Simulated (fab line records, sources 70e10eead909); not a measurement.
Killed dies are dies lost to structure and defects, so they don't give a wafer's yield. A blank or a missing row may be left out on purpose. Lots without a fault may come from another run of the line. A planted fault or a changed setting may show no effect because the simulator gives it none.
Which tool did it? | flow nand_harc | 15 lots, 44 wafers sampled, at 4 steps of a route of 1302

WHAT THE GAUGES READ, wafer by wafer
NHARC_A_DECK1_JOINT_THK_MEAS_14: measures by ellipsometry. Usual: thk_nm 50.9 nm, standard deviation 1.3.
lot  | measured     | on            | thk_nm (nm)    | flag
L693 | day 11 03:47 | film_metro-01 | 53.1 48.4 51.9 |
L695 | day 12 03:34 | film_metro-01 | 50.7 51.0 50.0 |
L696 | day 12 16:04 | film_metro-01 | 48.7 49.1 53.1 |
L697 | day 12 21:54 | film_metro-01 | 52.2 51.8 50.9 |
L699 | day 13 12:26 | film_metro-02 | 50.2 51.3 50.6 |
L703 | day 15 13:29 | film_metro-01 | 50.9 52.9 54.4 |
L702 | day 15 13:29 | film_metro-02 | 54.1 50.3 50.7 |
L704 | day 15 22:28 | film_metro-02 | 52.7 50.5 51.1 |
L705 | day 16 05:08 | film_metro-02 | 50.5 50.7 52.3 |
L706 | day 16 18:12 | film_metro-01 | 51.2 49.9 50.0 |
L708 | day 17 05:38 | film_metro-02 | 52.9 51.4 52.5 |
L707 | day 17 05:40 | film_metro-02 | 53.2 51.4 50.4 |
L710 | day 18 09:08 | film_metro-02 | 50.7 49.9      |
L714 | day 20 06:36 | film_metro-01 | 52.3 48.8 51.0 |
L716 | day 20 22:10 | film_metro-01 | 52.8 50.4 50.5 |

NHARC_A_ONON_D2_THK_MEAS_02: measures by ellipsometry. Usual: thk_nm 1000 nm, standard deviation 9.4.
lot  | measured     | on            | thk_nm (nm)    | flag
L693 | day 12 05:26 | film_metro-01 | 992 992 992    |
L695 | day 13 03:34 | film_metro-02 | 1006 1006 1006 |
L696 | day 13 17:32 | film_metro-01 | 983 982 982    |
L697 | day 14 02:06 | film_metro-01 | 1003 1002 1000 |
L699 | day 14 13:05 | film_metro-02 | 998 1001 998   |
L703 | day 16 13:18 | film_metro-02 | 1005 1006 1004 |
L702 | day 16 13:32 | film_metro-02 | 1011 1012 1013 |
L704 | day 17 03:59 | film_metro-01 | 998 997 996    |
L705 | day 17 03:57 | film_metro-01 | 1007 1009 1007 |
L706 | day 18 00:21 | film_metro-02 | 1001 294 1000  | OFF
L708 | day 18 08:01 | film_metro-02 | 1018 1019 312  | OFF
L707 | day 18 08:11 | film_metro-01 | 1003 1006 1002 |
L710 | day 19 07:41 | film_metro-01 | 993 284        | OFF
L714 | day 21 05:18 | film_metro-02 | 990 990 991    |
L716 | day 22 04:42 | film_metro-02 | 990 990 988    |

NHARC_END_SORT_01. Usual: killed_at_array 60, standard deviation 21; killed_at_other 1.0, standard deviation 1.2; killed_at_periphery 4.2, standard deviation 2.8; killed_dies 65, standard deviation 20; killed_open 3.1, standard deviation 1.8; killed_short 2.6, standard deviation 1.6.
lot  | measured     | on        | killed_at_array | killed_at_other | killed_at_periphery | killed_dies | killed_open | killed_short | flag
L706 | day 29 22:07 | prober-01 | 55 670 39       | 0 0 0           | 2 7 7               | 57 677 46   | 4 2 1       | 2 5 2        | OFF
L708 | day 29 14:22 | prober-02 | 36 35 673       | 0 0 0           | 5 2 4               | 41 37 677   | 6 0 1       | 5 6 5        | OFF
L710 | day 31 03:18 | prober-01 | 61 670          | 5 4             | 2 3                 | 68 677      | 1 1         | 1 5          | OFF

WHICH TOOL RAN EACH LOT (tool, then ch and the chambers of the sampled wafers, then the start)
lot  | NHARC_A_ONON_D2_DEP_00
L693 | pecvd_onon-02 ch 0, day 12 05:02
L695 | pecvd_onon-04 ch 0, day 13 03:14
L696 | pecvd_onon-04 ch 0, day 13 17:01
L697 | pecvd_onon-02 ch 0, day 14 01:39
L699 | pecvd_onon-04 ch 0, day 14 12:34
L703 | pecvd_onon-03 ch 0, day 16 12:47
L702 | pecvd_onon-04 ch 0, day 16 13:02
L704 | pecvd_onon-04 ch 0, day 17 03:28
L705 | pecvd_onon-03 ch 0, day 17 03:34
L706 | pecvd_onon-04 ch 0, day 17 23:53
L708 | pecvd_onon-04 ch 0, day 18 07:34
L707 | pecvd_onon-02 ch 0, day 18 07:44
L710 | pecvd_onon-04 ch 0, day 19 07:14
L714 | pecvd_onon-03 ch 0, day 21 04:47
L716 | pecvd_onon-04 ch 0, day 22 04:11
- NHARC_A_ONON_D2_DEP_00: target thk 1000 nm.

WHAT THE TOOLS THEMSELVES READ (means of the sampled wafers that have a number; where no wafer has one, the mark that the record gives instead)
The record holds no such reading with a usual standard deviation.

THE ANSWER, worked out from the rows above alone
Rule: a lot is off if the mean of its wafers that have a number lies more than 3 standard deviations from the usual mean. A lot without any number at a reading at which 4 lots or more have one is off too. The other lots that the step has rows for count as sound. The gauges are gone through in route order, then the tools' own readings, and for those a lot's mean is taken as printed above. The first step at which some lot is off is used, and at that step the reading that is off furthest; a lot without a number counts as furthest.
Off: L706, L708, L710, at NHARC_A_ONON_D2_THK_MEAS_02 (thk_nm).
A tool fits if, at a process step before that reading, it ran every lot that is off, and no sound lot after the first of them. The gauges at NHARC_A_ONON_D2_THK_MEAS_02 aren't tried: what is off there is off at NHARC_END_SORT_01 too, on other tools, and a gauge's error can't cause that. None of those tried fits.

WHAT THE SIMULATOR HAD PUT IN
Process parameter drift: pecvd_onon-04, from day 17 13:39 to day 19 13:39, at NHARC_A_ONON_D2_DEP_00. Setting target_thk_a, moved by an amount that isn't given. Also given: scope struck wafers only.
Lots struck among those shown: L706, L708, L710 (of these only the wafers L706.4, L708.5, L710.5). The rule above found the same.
